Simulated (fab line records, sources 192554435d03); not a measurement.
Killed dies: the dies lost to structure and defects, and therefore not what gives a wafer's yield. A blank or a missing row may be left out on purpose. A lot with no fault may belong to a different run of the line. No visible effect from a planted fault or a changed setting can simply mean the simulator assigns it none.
Matching of chambers -- flow n5Finfet -- N5_DUMMY_REMOVAL_HM_STRIP_01 on rieDiel-01 has 4 sister chambers
The step strips SiNx in CH3F/O2, stops on poly-Si, target depth 4 nm, time 6.8 s. 8 wafers are shown with their chamber, then 9 later ones without.

## WAFERS WITH THEIR CHAMBER
wafer,chamber,showerheadPlenumPTorr (Torr),throttleValvePct (%)
L074.5,1,1.98,16.90
L083.4,0,1.96,16.23
L083.6,3,2.12,16.20
L086.1,0,1.95,16.22
L086.5,2,2.08,16.38
L087.1,2,2.08,16.35
L087.3,1,1.97,16.94
L087.5,3,2.12,16.22

## WAFERS WITH NO CHAMBER GIVEN
wafer,showerheadPlenumPTorr (Torr),throttleValvePct (%)
L089.1,1.95,16.23
L089.3,2.08,16.37
L089.6,2.12,16.21
L092.1,1.95,16.24
L092.2,2.12,16.22
L092.4,2.08,16.37
L093.1,1.95,16.26
L093.4,1.97,16.96
L093.5,2.12,16.23

## CHAMBER TAKEN BY EACH
wafer,from the rows above,in truth
L089.1,0,0
L089.3,2,2
L089.6,3,3
L092.1,0,0
L092.2,3,3
L092.4,2,2
L093.1,0,0
L093.4,1,1
L093.5,3,3
9 of 9 placed correctly. Number that these rows cannot place: 0. Number placed wrongly: 0.
How it was worked out, from the rows above alone: a wafer's distance from a chamber is the root of the sum, over the readings, of the square of ((its reading less the chamber's mean) divided by the reading's scatter). If the next closest chamber is less than 2 further off than the closest, the wafer can't be placed; otherwise it belongs to the closest. For every chamber, the mean is computed from those of its wafers that are shown. How the scatter is found: for the shown wafers, subtract from each reading the mean of its chamber, square and add these, divide the total by (wafers less chambers), then take the root.
